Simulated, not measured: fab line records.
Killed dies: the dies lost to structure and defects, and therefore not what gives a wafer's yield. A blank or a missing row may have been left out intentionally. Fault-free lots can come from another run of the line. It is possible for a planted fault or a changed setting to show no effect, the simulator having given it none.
8D (eight disciplines) problem report, filled in by code -- flow n5_finfet -- the parts of the form that need people (team, actions taken, sign-off) are left out

## 1. THE PROBLEM
Mean of raw_defect_count at N5_BEOL_M7_INSPECT_58: 370 across 2 wafers in 2 lots; on wafers with no fault it is 73 (standard deviation 22). That puts it +14 standard deviations away from the usual mean.
The step: inspects for defects (darkfield).
The first sign was on wafer L334.4 at day 11 05:33, on defect_inspect-02. At this step, 30 wafers from 10 lots have a number in the record. Rule for "out", or "out of limits": more than 4 standard deviations from the usual mean. All remaining wafers that have a number are taken as sound.

## 2. WHAT IT IS AND WHAT IT IS NOT
question,is,is not
which readings at this step,raw_defect_count,-
which lots,"L334, L335","L331, L332, L333, L345, L346, L347, L348, L350"
which wafers of those lots,"L334.4, L335.2","L334.5, L334.6, L335.1, L335.5"
read on which gauges,"defect_inspect-01, defect_inspect-02",-
when,from day 11 05:33,"up to then (11 sound wafers); but 17 sound wafers of L335, L345, L346, L347, L348, L350 came after"

## 3. THE SUSPECTS, EACH WITH WHAT RULES IT OUT
Counting: any tool at a process step up to the reading remains a suspect provided it ran every lot that is out. Sound lots after the first of them don't rule it out here, since some wafers of a struck lot are sound.
- ruled out: the gauge at N5_BEOL_M7_INSPECT_58. 2 gauges (defect_inspect-01, defect_inspect-02) read the wafers that are out.
- pvd_sputter-01 at N5_BEOL_M7_PRE_CLEAN_45 (time 30 s): kept. It ran every lot that is out, first L334 (day 11 01:48); its last sound lot up to then is L332 (day 10 01:46).
- pecvd-02 at N5_BEOL_M7_DEP_56 (deposits SiCN from 3MS/NH3, target thk 10 nm, time 17.5 s): kept. It ran every lot that is out, first L334 (day 11 05:28); its last sound lot up to then is L333 (day 10 11:14).
- In pecvd-02 at N5_BEOL_M7_DEP_56, the wafers that are out were processed in chamber 2 and their sound lot-mates in chambers 0, 1.
The count leaves pecvd-02 at N5_BEOL_M7_DEP_56 and pvd_sputter-01 at N5_BEOL_M7_PRE_CLEAN_45.

## 4. THE CAUSE (what the simulator had put in)
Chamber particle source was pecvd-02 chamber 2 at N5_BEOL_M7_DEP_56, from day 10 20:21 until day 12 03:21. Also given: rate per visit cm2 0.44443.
2 suspects survive the count, and this tool is in that group.

## 5. SEQUENCE OF EFFECTS, ordered by route
Each row: a reading whose mean over the struck wafers that have a number lies more than 3 standard deviations from the usual. Readings are gone through only where the record gives a usual standard deviation; hours: the median, over the lots, of the time from a lot's start at the first step in this table giving one to that lot's start at this step; sigmas: the change measured in usual standard deviations.
hours,step,reading,usual,on struck wafers,change,sigmas
0,N5_BEOL_M7_INSPECT_58,raw_defect_count,73,370,+298,+14
77,N5_PASSIVATION_PROBE_49,defect_limited_yield,91.4 %,83.5,-7.9,-4.9
77,N5_PASSIVATION_PROBE_49,killed_at_M4_up,12,113,+101,+21
77,N5_PASSIVATION_PROBE_49,killed_dies,102,194,+92,+5.1
77,N5_PASSIVATION_PROBE_49,sort_bin_4_leakage,0.00 %,0.26,+0.26,+5.9
77,N5_PASSIVATION_PROBE_49,sort_bin_5_function,5.1 %,10.4,+5.3,+5.5
77,N5_PASSIVATION_PROBE_49,sort_n_pass,1078,983,-95,-4.8
77,N5_PASSIVATION_PROBE_49,sort_yield_pct,91.3 %,83.3,-8.0,-4.7
The process steps in it:
- N5_PASSIVATION_PROBE_49
At these later measuring or inspecting steps, every struck wafer for which the step has a row has a number for every such reading, and none has moved that far: N5_BEOL_M8_INSPECT_13.

## 6. HOW IT WOULD HAVE BEEN CAUGHT EARLIER
In this record the first reading out of limits at a measuring or inspecting step was taken at day 11 05:33, 9 hours after the fault began at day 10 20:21.
Of the tool readings at N5_BEOL_M7_DEP_56 for which the record gives a usual standard deviation, none was out on any struck wafer, so an alarm limit of 4 standard deviations on them would not have fired.
L335, from the lots that are out (2), started N5_BEOL_M7_DEP_56 on pecvd-02 later than day 11 05:33. A hold on the tool at that time would have spared it.
